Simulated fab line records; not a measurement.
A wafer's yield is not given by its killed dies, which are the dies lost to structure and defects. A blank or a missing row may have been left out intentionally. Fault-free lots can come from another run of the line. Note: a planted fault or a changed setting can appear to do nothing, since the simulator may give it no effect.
2 desks, one fault + flow n5 finfet + only its own numbers are on each desk; what lay behind them is given at the end

== THE METROLOGY DESK ==
Lot by lot, what the gauges showed, no matter which tool ran the lot: averages of those sampled wafers that carry a number. Any lot whose mean is over 4 standard deviations away from the usual mean is out of limits and marked OUT; that distance is given in the brackets. Only the readings that lie furthest out on some lot appear, 7 of the 10 it has.
Columns: A = IOFF_N at N5_BEOL_M4_RC_MEAS_101, usual 0.16 nA/um; B = ION_N at N5_BEOL_M4_RC_MEAS_101, usual 675 uA/um; C = ION_P at N5_BEOL_M4_RC_MEAS_101, usual 465 uA/um; D = SS_N at N5_BEOL_M4_RC_MEAS_101, usual 71.5 mV/dec; E = SS_P at N5_BEOL_M4_RC_MEAS_101, usual 73.3 mV/dec; F = VT_N at N5_BEOL_M4_RC_MEAS_101, usual 250 mV; G = VT_P at N5_BEOL_M4_RC_MEAS_101, usual -249.1 mV
| lot  | first seen here | A    | B   | C   | D    | E    | F   | G      |
|------|-----------------|------|-----|-----|------|------|-----|--------|
| L727 | day 8 22:28     | 0.16 | 675 | 467 | 71.8 | 73.3 | 251 | -248.6 |
| L728 | day 9 03:14     | 0.18 | 693 | 469 | 71.7 | 73.8 | 247 | -251.7 |
| L729 | day 9 08:14     | 0.13 | 666 | 463 | 70.8 | 73.3 | 253 | -253.3 |
| L733 | day 10 07:38    | 0.16 | 669 | 457 | 71.6 | 73.1 | 248 | -249.4 |
| L746 | day 14 20:02    | 0.17 | 690 | 472 | 71.7 | 73.7 | 247 | -247.2 |
Finding of this desk: none of the 5 lots has anything out of limits.

== AT THE TOOL OWNER'S DESK: rie si-05 ==
The tool's own readings at N5_FIN_CUT_CUT_ETCH_15 (etches Si in HBr/Cl2/O2, target depth 100 nm, bt time 10 s, time 42.4 s): means of the sampled wafers that have a number, for each lot that ran on this tool. Any lot whose mean is over 4 standard deviations away from the usual mean is out of limits and marked OUT; that distance is given in the brackets.
Columns: A = drypump motor current A at N5_FIN_CUT_CUT_ETCH_15, usual 5.6 A; B = mfc cl2 sccm at N5_FIN_CUT_CUT_ETCH_15, usual 80.01 sccm; C = oes product au at N5_FIN_CUT_CUT_ETCH_15, usual 0.992 a.u.; D = throttle valve pct at N5_FIN_CUT_CUT_ETCH_15, usual 37.19 %
| lot  | first seen here | A   | B     | C     | D     |
|------|-----------------|-----|-------|-------|-------|
| L728 | day 3 09:33     | 5.5 | 80.16 | 0.995 | 37.10 |
| L729 | day 3 15:14     | 5.5 | 79.95 | 0.995 | 37.10 |
| L733 | day 4 16:12     | 5.6 | 79.96 | 1.012 | 37.22 |
| L746 | day 7 21:59     | 5.4 | 79.89 | 0.994 | 37.20 |
Finding of this desk: none of the 4 lots has anything out of limits.

== TAKEN TOGETHER ==
From the metrology desk's view, nothing was out of limits.
The tool owner's desk saw nothing out of limits.

== WHAT THE SIMULATOR HAD PUT IN ==
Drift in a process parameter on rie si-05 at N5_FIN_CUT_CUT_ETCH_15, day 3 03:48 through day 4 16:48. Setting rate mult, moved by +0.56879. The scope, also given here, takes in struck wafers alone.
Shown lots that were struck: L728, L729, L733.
